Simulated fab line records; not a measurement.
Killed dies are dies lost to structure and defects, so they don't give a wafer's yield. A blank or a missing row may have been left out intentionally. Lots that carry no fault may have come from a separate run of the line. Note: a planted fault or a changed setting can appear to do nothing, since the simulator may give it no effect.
Which tool is to blame? | flow nand-harc | 7 lots, 21 wafers sampled, at 3 steps of a route of 1302

## WHAT THE GAUGES SHOWED, per wafer
NHARC_A_ONON_D2_THK_MEAS_18: measures by ellipsometry.
lot  | measured     | on            | thk-nm (nm)
L466 | day 13 13:10 | film-metro-02 | 1001 1001 1001
L474 | day 16 22:47 | film-metro-01 | 861 1002 861
L478 | day 18 16:43 | film-metro-02 | 1005 1005 1004
L480 | day 19 15:00 | film-metro-01 | 976 977 977
L482 | day 20 14:26 | film-metro-02 | 1015 1016 1018
L484 | day 22 06:02 | film-metro-01 | 1011 1009 1009
L487 | day 22 16:11 | film-metro-02 | 998 1002 998

## EACH LOT AND THE TOOL THAT RAN IT (in order: tool; ch and the chambers of the sampled wafers; start)
lot  | NHARC_A_DECK1_JOINT_CMP_02    | NHARC_A_ONON_D2_DEP_16
L466 | cmp-04 ch 1,2, day 13 01:38   | pecvd-onon-02 ch 0, day 13 12:49
L474 | cmp-03 ch 0,1, day 16 11:05   | pecvd-onon-02 ch 0, day 16 22:20
L478 | cmp-01 ch 0,2, day 18 04:41   | pecvd-onon-01 ch 0, day 18 16:15
L480 | cmp-01 ch 0,2, day 19 03:30   | pecvd-onon-01 ch 0, day 19 14:29
L482 | cmp-01 ch 0,2,3, day 20 03:05 | pecvd-onon-04 ch 0, day 20 14:02
L484 | cmp-03 ch 1,2,3, day 21 18:29 | pecvd-onon-04 ch 0, day 22 05:35
L487 | cmp-01 ch 1,2,3, day 22 04:55 | pecvd-onon-04 ch 0, day 22 15:43
- NHARC_A_DECK1_JOINT_CMP_02: polishes SiOx.
- NHARC_A_ONON_D2_DEP_16: target thk 1000 nm.

## THE ANSWER, worked out from the rows above alone
Rule: the usual values come from the lots themselves. Put in order of their means at a reading, lots are off if they are a third of the lots or fewer, leave a main group of 4 or more, and stand apart from it by a gap of 3 or more times the standard deviation of the main group's means; of several such gaps the widest counts. A main group whose means are all the same, to the digits that the tables above print for the reading, isn't used. A lot without any number at a reading at which 4 lots or more have one is off too. The other lots that the step has rows for count as sound.
Off at NHARC_A_ONON_D2_THK_MEAS_18 (thk-nm): L474. Main group: mean 1001 nm, sd 12.
A tool fits if, at a process step before that reading, it ran every lot that is off, and no sound lot after the first of them. Gauges at NHARC_A_ONON_D2_THK_MEAS_18: tried the same way as those tools. One fits: pecvd-onon-02 at NHARC_A_ONON_D2_DEP_16. Its last sound lot is L466 (day 13 12:49), its first lot that is off L474 (day 16 22:20): a fault that began between those two fits.

## WHAT THE SIMULATOR HAD INSERTED
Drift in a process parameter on pecvd-onon-02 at NHARC_A_ONON_D2_DEP_16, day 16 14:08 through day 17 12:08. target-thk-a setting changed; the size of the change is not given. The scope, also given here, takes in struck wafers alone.
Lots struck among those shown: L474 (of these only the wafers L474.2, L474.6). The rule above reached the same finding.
